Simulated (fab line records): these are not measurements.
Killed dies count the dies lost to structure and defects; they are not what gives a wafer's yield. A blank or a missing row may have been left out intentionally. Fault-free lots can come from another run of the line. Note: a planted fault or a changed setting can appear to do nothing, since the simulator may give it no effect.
fab line records    flow n5Finfet
record: lots: 11  wafers: 32  lastDay: 17
route steps=1938 shown BEOL_M3@977 MIM_BOT_ETCH@1868 TV_LITHO@1886 PASSIVATION@1926
lots that met no fault: taken from a fault-free run of the same line
startH: hours from the record's first day to the start of the lot's first wafer shown    waitH: hours from the lot's prior step to this one    " the same as in the row above    L1.1+2: a row that stands for several wafers    - value missing, or start not given    * or withheld: withheld    < > ~ a bound
route shown NAME@n: a module of which the file shows steps, and the number in the route of the first    usual: mean/standard deviation taken from wafers without a fault    same: alike in all rows    chamber/n: place in a boat    sites: per-site readings    _std_site: the standard deviation of these    _edge_site: inner sites' mean taken away from outer sites' mean    radiusMm: how far each site lies from the wafer's centre    mask NAME#n: copy n    behind: the most recent tool/chamber to have shaped the wafer    hold: why the lot was held/for how many hours/how that ended    device: the n, p or np transistor that did not switch    end of line: the tests these same wafers got at the end of their route    a step with no rows: only its recipe    killed: dies lost to structure and defects at the first sort, not the wafer's yield    map: per-die view of a wafer (x killed, . not killed, _ where there is no die)
set.NAME: the setting the step ran with; set.NAME@STEP: the setting that earlier step ran with    model.NAME: the simulator's own value behind a step, which no gauge read
one table for each step of the route and one row for each wafer, over a sample of lots
services: a tool's chamber out of use, with start hour (startH, from the record's first day; less than 0 if before it), hours out, and reason
== steps ==
step: N5_BEOL_M3_VIA_ETCH_34
recipe: chemistry: C4F6/O2  targetDepthA: 694  maskMaterial: SOC  pressureMtorr: 15  ionEnergyEv: 250  taperDeg: 4  timeS: 65.9  sourceW: 350  biasW: 170  Ar_flow_sccm: 300  C4F6_flow_sccm: 10  O2_flow_sccm: 10
usual: O2_flow_sccm: 10.002/0.028  drypumpMotorCurrentA: 5.8/0.53  oes_f_703_au: 0.78/0.073  oesProductAu: 0.79/0.081  rfVppV: 671/10  showerheadPlenumPTorr: 2.86/0.1  throttleValvePct: 30.92/0.24
lot.wafer  tool        chamber  startH  waitH  O2_flow_sccm  drypumpMotorCurrentA  oes_f_703_au  oesProductAu  rfHoursCounterH  rfVppV  showerheadPlenumPTorr  throttleValvePct
L822.1     rieDiel-05  0        168.14  0.0    9.986         6.8                   0.81          0.84          91               685     3.00                   30.68
L822.2     "           1        "       "      10.010        5.4                   0.77          0.77          132              661     2.71                   30.48
L822.4     "           2        "       "      10.001        5.0                   0.91          0.88          34               667     2.79                   31.09
L824.3     rieDiel-06  3        174.38  0.0    9.987         5.9                   0.80          0.84          76               669     2.78                   30.90
L824.4     "           3        "       "      10.028        5.9                   0.81          0.84          -                668     2.78                   30.88
L824.5     "           2        "       "      9.987         5.5                   0.73          0.72          -                661     2.71                   31.22
L826.2     rieDiel-05  2        184.14  0.0    10.054        5.0                   0.88          0.87          43               670     2.79                   31.09
L826.5     "           0        "       "      9.997         6.8                   0.80          0.82          -                684     3.00                   30.70
L826.6     "           1        "       "      10.056        5.4                   0.77          0.77          -                661     2.71                   30.48
L827.1     rieDiel-05  3        194.43  0.0    10.013        5.1                   0.95          0.99          1                689     3.02                   30.59
L827.3     "           0        "       "      10.021        6.8                   0.80          0.82          105              684     2.99                   30.71
L827.4     "           2        "       "      10.057        5.0                   0.87          0.86          -                668     2.78                   31.09
L828.2     rieDiel-06  2        211.16  0.0    10.057        5.4                   0.73          0.70          251              659     2.70                   31.22
L828.4     "           2        "       "      10.082        5.5                   0.72          0.71          -                660     2.70                   31.22
L828.5     "           3        "       "      10.045        5.9                   0.79          0.83          -                668     2.77                   30.90
L829.4     rieDiel-03  1        215.24  0.0    10.025        6.1                   0.74          0.73          173              668     2.86                   30.95
L829.5     "           3        "       "      10.023        5.6                   0.73          0.71          -                652     2.83                   30.91
L831.2     rieDiel-03  2        228.39  0.0    9.965         6.1                   0.71          0.70          230              667     2.91                   30.92
L831.3     "           0        "       "      10.024        5.9                   0.79          0.80          105              674     2.88                   31.13
L831.4     "           3        "       "      9.982         5.6                   0.73          0.71          192              653     2.83                   30.91
L832.1     rieDiel-03  1        231.97  0.0    9.976         6.1                   0.74          0.72          179              666     2.86                   30.96
L832.3     "           2        "       "      10.004        6.1                   0.70          0.70          231              668     2.91                   30.93
L832.5     "           1        "       "      9.935         6.1                   0.74          0.73          -                667     2.86                   30.96
L835.1     rieDiel-03  2        242.64  0.0    9.998         6.1                   0.71          0.70          235              667     2.91                   30.94
L835.4     "           1        "       "      10.063        6.1                   0.73          0.73          183              667     2.86                   30.95
L835.5     "           0        "       "      9.990         5.9                   0.78          0.78          -                673     2.88                   31.14
L838.2     rieDiel-03  3        265.81  0.0    9.987         5.6                   0.71          0.71          204              651     2.82                   30.93
L838.4     "           1        "       "      10.002        6.1                   0.73          0.71          190              666     2.85                   30.96
L838.5     "           3        "       "      9.987         5.7                   0.72          0.70          -                653     2.82                   30.93
L842.2     rieDiel-05  0        285.75  0.0    9.980         6.8                   0.77          0.80          135              683     2.98                   30.73
L842.4     "           3        "       "      10.035        5.1                   0.86          0.90          31               688     3.00                   30.60
L842.5     "           3        "       "      9.982         5.1                   0.86          0.90          -                686     3.00                   30.62
step: N5_MIM_BOT_ETCH_ETCH_00
recipe: chemistry: Cl2/BCl3  target: TiN  targetDepthA: 455  ionEnergyEv: 150  pressureMtorr: 10  icpW: 1000  biasW: 126  Cl2_flow_sccm: 53.25  bcl3FlowSccm: 21.75  Ar_flow_sccm: 25
usual: drypumpMotorCurrentA: 5.7/0.55  heBacksideLeakSccm: 3.4/0.33  oesProductAu: 0.76/0.12  throttleValvePct: 21.79/0.27
lot.wafer  tool         chamber  startH  waitH  drypumpMotorCurrentA  heBacksideLeakSccm  oesProductAu  rfHoursCounterH  throttleValvePct
L822.1     rieMetal-01  1        279.44  0.1    5.7                   3.0                 0.72          56               21.54
L822.2     "            0        "       "      5.7                   3.2                 0.66          87               22.54
L822.4     "            0        "       "      5.7                   3.3                 0.67          -                22.54
L824.3     rieMetal-02  0        293.37  0.1    5.1                   3.8                 0.65          -                21.73
L824.4     "            1        "       "      6.5                   3.6                 0.67          -                21.61
L824.5     "            1        "       "      6.5                   3.7                 0.67          -                21.63
L826.2     rieMetal-02  0        297.01  0.1    5.1                   3.6                 0.65          96               21.75
L826.5     "            0        "       "      5.1                   3.6                 0.66          -                21.74
L826.6     "            1        "       "      6.5                   3.5                 0.67          -                21.61
L828.2     rieMetal-02  1        324.58  0.1    6.5                   3.7                 0.68          111              21.60
L828.4     "            1        "       "      6.5                   3.4                 0.67          -                21.63
L828.5     "            0        "       "      5.2                   3.7                 0.66          -                21.73
L829.4     rieMetal-03  0        333.88  0.2    5.7                   3.6                 0.89          -                21.98
L829.5     "            0        "       "      5.8                   3.4                 0.90          -                22.00
L831.2     rieMetal-01  1        343.38  0.1    5.7                   3.2                 0.71          60               21.56
L831.3     "            0        "       "      5.7                   3.4                 0.66          -                22.56
L831.4     "            1        "       "      5.7                   5.1                 0.71          -                21.56
L832.1     rieMetal-01  1        348.53  0.1    5.6                   3.3                 0.71          61               21.57
L832.3     "            1        "       "      5.7                   3.2                 0.71          -                21.56
L832.5     "            1        "       "      5.6                   3.0                 0.71          -                21.57
L835.1     rieMetal-01  1        351.01  0.1    5.7                   3.4                 0.70          61               21.55
L835.4     "            1        "       "      5.7                   3.3                 0.71          -                21.55
L835.5     "            1        "       "      5.7                   3.2                 0.70          -                21.55
L827.1     rieMetal-02  1        353.65  0.1    6.5                   3.1                 0.98          2                21.59
L827.3     "            1        "       "      6.5                   3.3                 0.98          -                21.57
L827.4     "            0        "       "      5.1                   3.6                 0.65          -                21.75
L838.2     rieMetal-01  0        378.69  0.1    5.7                   3.1                 0.97          1                22.46
L838.4     "            0        "       "      5.7                   3.1                 0.98          -                22.46
L838.5     "            1        "       "      5.7                   3.3                 0.70          -                21.56
L842.2     rieMetal-03  0        399.90  0.1    5.8                   5.7                 0.86          12               22.01
L842.4     "            0        "       "      5.7                   3.5                 0.86          -                22.01
L842.5     "            1        "       "      4.9                   3.1                 0.76          -                21.86
step: N5_PASSIVATION_DESCUM_12
recipe: chemistry: O2  timeS: 7.9  sourcePowerW: 50  biasPowerW: 20  pressureMtorr: 20  rfFrequencyHz: 2.712e+07  tempC: 40  o2FlowSccm: 225
usual: drypumpMotorCurrentA: 5.8/0.47  oesProductAu: 0.79/0.081  rfVppV: 243.5/1.4  showerheadPlenumPTorr: 2.11/0.077  throttleValvePct: 20.52/0.2
lot.wafer  tool        chamber  startH  waitH  drypumpMotorCurrentA  oesProductAu  rfHoursCounterH  rfVppV  showerheadPlenumPTorr  throttleValvePct
L822.1     rieDiel-06  1        282.57  1.7    6.3                   0.73          190              243.4   2.17                   20.92
L822.2     "           2        "       "      5.4                   0.91          12               246.0   2.22                   20.22
L822.4     "           3        "       "      5.9                   0.80          116              242.1   2.00                   20.42
L824.3     rieDiel-03  0        294.77  0.2    5.9                   0.78          123              243.8   2.13                   20.72
L824.4     "           3        "       "      5.6                   0.71          209              243.0   2.06                   20.49
L824.5     "           2        "       "      6.1                   0.69          -                243.9   2.16                   20.78
L826.2     rieDiel-03  0        300.37  0.6    5.9                   0.77          124              244.4   2.13                   20.73
L826.5     "           3        "       "      5.7                   0.71          -                244.1   2.06                   20.48
L826.6     "           2        "       "      6.1                   0.69          -                243.4   2.15                   20.79
L828.2     rieDiel-06  1        326.28  0.5    6.3                   0.71          209              244.1   2.16                   20.96
L828.4     "           2        "       "      5.5                   0.89          30               245.2   2.21                   20.23
L828.5     "           2        "       "      5.4                   0.88          -                246.5   2.21                   20.22
L829.4     rieDiel-06  1        337.17  0.0    6.4                   0.71          213              244.7   2.16                   20.95
L829.5     "           1        "       "      6.4                   0.71          -                244.7   2.16                   20.96
L831.2     rieDiel-03  2        345.03  0.5    6.1                   0.97          8                244.3   2.15                   20.44
L831.3     "           1        "       "      6.1                   0.71          216              242.6   2.08                   20.56
L831.4     "           0        "       "      5.9                   0.76          144              243.4   2.12                   20.76
L832.1     rieDiel-03  3        350.04  0.1    5.6                   0.69          233              244.1   2.05                   20.51
L832.3     "           2        "       "      6.1                   0.95          10               244.2   2.15                   20.47
L832.5     "           3        "       "      5.7                   0.70          -                243.4   2.05                   20.52
L827.1     rieDiel-03  1        355.72  0.0    6.1                   0.70          220              242.5   2.08                   20.57
L827.3     "           2        "       "      6.1                   0.95          12               244.1   2.15                   20.49
L827.4     "           0        "       "      5.9                   0.76          149              242.6   2.12                   20.77
L835.1     rieDiel-06  0        355.76  0.0    5.8                   0.87          52               243.0   2.12                   20.58
L835.4     "           1        "       "      6.3                   0.70          218              243.6   2.16                   20.96
L835.5     "           0        "       "      5.8                   0.86          -                243.7   2.12                   20.58
L838.2     rieDiel-03  1        380.27  0.0    6.1                   0.70          228              242.4   2.08                   20.58
L838.4     "           3        "       "      5.6                   0.68          241              241.1   2.05                   20.53
L838.5     "           3        "       "      5.6                   0.69          -                242.6   2.05                   20.53
L842.2     rieDiel-05  0        403.17  0.3    6.8                   0.78          163              245.9   2.18                   20.36
L842.4     "           1        "       "      5.4                   0.72          198              241.6   1.97                   20.37
L842.5     "           3        "       "      5.1                   0.85          -                244.3   2.21                   20.36
step: N5_PASSIVATION_OVL_MEAS_66
recipe: pointsPerWafer: 44
usual: PASS_OPEN_OVL: -1/5.8
lot.wafer  tool        chamber  startH  waitH  PASS_OPEN_OVL[nm]
L822.1     overlay-01  0        288.56  0.1    1
L822.2     "           0        "       "      -1
L822.4     "           0        "       "      -4
L824.3     overlay-02  0        299.31  0.0    9
L824.4     "           0        "       "      8
L824.5     "           0        "       "      8
L826.2     overlay-02  0        303.61  0.0    9
L826.5     "           0        "       "      3
L826.6     "           0        "       "      2
L828.2     overlay-01  0        332.27  0.0    3
L828.4     "           0        "       "      -1
L828.5     "           0        "       "      3
L829.4     overlay-01  0        341.27  0.0    -8
L829.5     "           0        "       "      -5
L831.2     overlay-02  0        348.75  0.0    11
L831.3     "           0        "       "      14
L831.4     "           0        "       "      9
L832.1     overlay-02  0        353.96  0.0    -2
L832.3     "           0        "       "      -1
L832.5     "           0        "       "      3
L827.1     overlay-01  0        358.79  0.0    -6
L827.3     "           0        "       "      -1
L827.4     "           0        "       "      -1
L835.1     overlay-01  0        359.42  0.0    -7
L835.4     "           0        "       "      -21
L835.5     "           0        "       "      -8
L838.2     overlay-02  0        383.77  0.0    -4
L838.4     "           0        "       "      -5
L838.5     "           0        "       "      -2
L842.2     overlay-01  0        406.92  0.0    3
L842.4     "           0        "       "      1
L842.5     "           0        "       "      -4
step: N5_PASSIVATION_PROBE_49
usual: defectLimitedYield: 91.0/1.5  killed_at_M0_to_M3: 35/11  killed_at_M4_up: 13/6  killedAtContacts: 14/6.5  killedAtFrontEnd: 40/12  killedAtOther: 4/3.4  killedDies: 106/18  killedOpen: 68/14  killedShort: 35/7.7  sort_bin_5_function: 5.2/0.98  sort_bin_6_memory: 3.4/0.72  sortNPass: 1074/18  sortYieldPct: 91.0/1.5
same: grossDies: 1180  killedAtBackSide: 0  sort_bin_4_leakage[%]: 0  sort_bin_8_speed[%]: 0
lot.wafer  tool       chamber  startH  waitH  defectLimitedYield[%]  killed_at_M0_to_M3  killed_at_M4_up  killedAtContacts  killedAtFrontEnd  killedAtOther  killedDies  killedOpen  killedShort  sort_bin_5_function[%]  sort_bin_6_memory[%]  sortNPass  sortYieldPct[%]
L826.2     prober-01  -        306.76  0.1    89.6                   50                  7                18                45                3              123         84          39           6.4                     3.8                   1057       89.6
L826.5     prober-01  -        306.91  0.2    88.1                   46                  18               22                55                0              141         89          42           6.6                     4.5                   1039       88.1
L826.6     prober-01  -        306.96  0.3    90.6                   37                  6                15                53                0              111         72          37           5.7                     3.5                   1069       90.6
L832.1     prober-01  -        357.07  0.0    87.4                   81                  10               23                31                4              149         66          32           7.3                     3.9                   1031       87.4
L832.3     prober-01  -        357.17  0.1    80.5                   168                 15               8                 38                1              230         57          21           13.1                    3.5                   950        80.5
L832.5     prober-01  -        357.27  0.2    88.3                   71                  15               20                27                5              138         58          27           6.4                     4.0                   1042       88.3
L835.1     prober-02  -        363.02  0.0    79.6                   183                 14               14                28                2              241         68          29           11.5                    5.2                   939        79.6
L835.4     prober-02  -        363.17  0.2    87.7                   81                  11               15                37                1              145         58          37           5.7                     4.0                   1035       87.7
L835.5     prober-02  -        363.22  0.2    80.3                   183                 18               2                 20                9              232         50          32           12.4                    3.1                   948        80.3
L838.2     prober-01  -        386.93  0.1    80.2                   185                 12               5                 30                2              234         59          36           12.6                    3.8                   946        80.2
L838.4     prober-01  -        387.03  0.2    87.4                   78                  10               7                 49                5              149         67          33           7.5                     3.6                   1031       87.4
L838.5     prober-01  -        387.08  0.2    79.1                   182                 8                7                 40                10             247         52          43           12.7                    4.7                   933        79.1
killed by level:class
L826.2 MOL_CONTACT_COAG:geometricParticle:open=15 STI_FIN_REVEAL:geometricParticle:open=13 FIN_SAQP:geometricParticle:short=12 BEOL_M0_SAQP:geometricParticle:open=12 FIN_SAQP:geometricParticle:open=10 BEOL_M3:geometricParticle:open=9 BEOL_M2:geometricParticle:open=8 BEOL_M1:geometricParticle:open=6
L826.5 MOL_CONTACT_COAG:geometricParticle:open=15 BEOL_M2:geometricParticle:open=14 STI_FIN_REVEAL:geometricParticle:open=11 FIN_SAQP:geometricParticle:short=10 FIN_SAQP:geometricParticle:open=9 BEOL_M1:geometricParticle:open=9 BEOL_M4:geometricParticle:open=8 MOL_CONTACT_COAG:geometricParticle:short=6
L826.6 FIN_SAQP:geometricParticle:open=13 STI_FIN_REVEAL:geometricParticle:open=12 MOL_CONTACT_COAG:geometricParticle:open=11 BEOL_M0_SAQP:geometricParticle:short=10 BEOL_M3:geometricParticle:open=8 FIN_SAQP:geometricParticle:short=6 BEOL_M1:geometricParticle:open=6 MOL_CONTACT_COAG:geometricParticle:short=4
L832.1 BEOL_M3:unspecified=50 MOL_CONTACT_COAG:geometricParticle:open=21 BEOL_M1:geometricParticle:open=8 FIN_SAQP:geometricParticle:open=7 GATE_CUT:geometricParticle:short=6 BEOL_M4:geometricParticle:open=5 FIN_SAQP:geometricParticle:short=4 DUMMY_GATE:geometricParticle:open=4
L832.3 BEOL_M3:unspecified=148 BEOL_M4:geometricParticle:open=11 FIN_SAQP:geometricParticle:short=10 MOL_CONTACT_COAG:geometricParticle:open=8 BEOL_M0_SAQP:geometricParticle:open=8 GATE_CUT:geometricParticle:open=7 FIN_SAQP:geometricParticle:open=6 BEOL_M2:geometricParticle:open=4
L832.5 BEOL_M3:unspecified=51 MOL_CONTACT_COAG:geometricParticle:open=16 BEOL_M0:geometricParticle:open=7 FIN_SAQP:geometricParticle:short=5 DUMMY_GATE:geometricParticle:open=4 GATE_CUT:geometricParticle:open=4 BEOL_M3:geometricParticle:open=4 BEOL_M4:geometricParticle:open=4
L835.1 BEOL_M3:unspecified=143 BEOL_M2:geometricParticle:open=14 MOL_CONTACT_COAG:geometricParticle:open=11 BEOL_M0_SAQP:geometricParticle:short=10 BEOL_M4:geometricParticle:open=8 STI_FIN_REVEAL:geometricParticle:open=5 STARTING-WAFER:geometricParticle:short=5 GATE_CUT:geometricParticle:short=4
L835.4 BEOL_M3:unspecified=49 STI_FIN_REVEAL:geometricParticle:open=13 MOL_CONTACT_COAG:geometricParticle:open=8 MOL_CONTACT_COAG:geometricParticle:short=7 BEOL_M0_SAQP:geometricParticle:short=6 BEOL_M0_SAQP:geometricParticle:open=5 BEOL_M0:geometricParticle:open=5 BEOL_M4:geometricParticle:open=5
L835.5 BEOL_M3:unspecified=148 BEOL_M4:geometricParticle:open=10 BEOL_M1:geometricParticle:open=8 FIN_SAQP:geometricParticle:short=6 STI_FIN_REVEAL:geometricParticle:open=6 BEOL_M0_SAQP:geometricParticle:short=6 BEOL_M0_SAQP:geometricParticle:open=5 BEOL_M1:geometricParticle:short=5
L838.2 BEOL_M3:unspecified=138 BEOL_M0_SAQP:geometricParticle:short=21 BEOL_M0_SAQP:geometricParticle:open=16 STI_FIN_REVEAL:geometricParticle:open=11 BEOL_M4:geometricParticle:open=6 FIN_SAQP:geometricParticle:short=4 MOL_CONTACT_COAG:geometricParticle:open=4 BEOL_M1:geometricParticle:open=4
L838.4 BEOL_M3:unspecified=47 STI_FIN_REVEAL:geometricParticle:open=12 FIN_SAQP:geometricParticle:short=9 DUMMY_GATE:geometricParticle:open=9 BEOL_M0_SAQP:geometricParticle:open=9 BEOL_M0_SAQP:geometricParticle:short=7 FIN_SAQP:geometricParticle:open=6 BEOL_M2:geometricParticle:open=5
L838.5 BEOL_M3:unspecified=147 BEOL_M0_SAQP:geometricParticle:short=14 FIN_SAQP:geometricParticle:short=10 BEOL_M0_SAQP:geometricParticle:open=6 BEOL_M1:geometricParticle:open=6 FIN_SAQP:geometricParticle:open=5 DUMMY_GATE:geometricParticle:open=5 MOL_CONTACT_COAG:geometricParticle:open=5
== services ==
tool         chamber  startH  hours  kind
rieDiel-05   0        144.19  3.1    repair
rieDiel-03   1        156.24  7.0    repair
rieDiel-03   2        158.64  5.7    repair
rieMetal-02  0        166.26  7.7    repair
rieDiel-06   1        171.06  6.3    repair
rieDiel-05   1        185.48  11.0   repair
rieDiel-06   0        198.60  -      clean
rieDiel-06   0        198.60  -      consumableReplace:focusRing
rieDiel-06   0        198.60  18.2   scheduledDown
rieMetal-02  1        198.86  9.7    repair
rieDiel-03   3        202.61  2.6    repair
rieDiel-06   -        230.51  0.5    repair
rieDiel-06   2        237.70  13.5   repair
rieDiel-03   2        302.30  -      clean
rieDiel-03   2        302.30  -      consumableReplace:focusRing
rieDiel-03   2        302.30  18.9   scheduledDown
rieDiel-03   2        302.30  18.9   ventCycle
rieDiel-05   3        311.98  18.2   repair
rieMetal-03  1        315.84  18.4   repair
rieDiel-05   2        324.13  30.9   repair
rieMetal-02  -        366.12  0.7    repair
rieDiel-06   0        381.91  6.4    repair
rieDiel-03   0        382.74  5.6    repair
rieDiel-03   1        386.53  2.1    repair
== key ==
firstSign: step: N5_PASSIVATION_PROBE_49  reading: killed_at_M0_to_M3  direction: up  sigmas: 9  usual: 35  struck: 135
effect: step: N5_PASSIVATION_PROBE_49  reading: killedDies  direction: up  sigmas: 5  usual: 106  struck: 196
moreKillsBornAt: N5_BEOL_M3_VIA_ETCH_34@rieDiel-03: 921
metAt N5_BEOL_M3_VIA_ETCH_34
struckLots L832,L835,L838
notActingAt N5_MIM_BOT_ETCH_ETCH_00,N5_PASSIVATION_DESCUM_12,N5_PASSIVATION_OVL_MEAS_66
onsetBetween 228.39 231.97
fault: kind: chamberParticleSource  tool: rieDiel-03  chamber: -  onsetH: 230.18  steps: N5_BEOL_M3_VIA_ETCH_34  ratePerVisitCm2: 1.4849  endH: 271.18
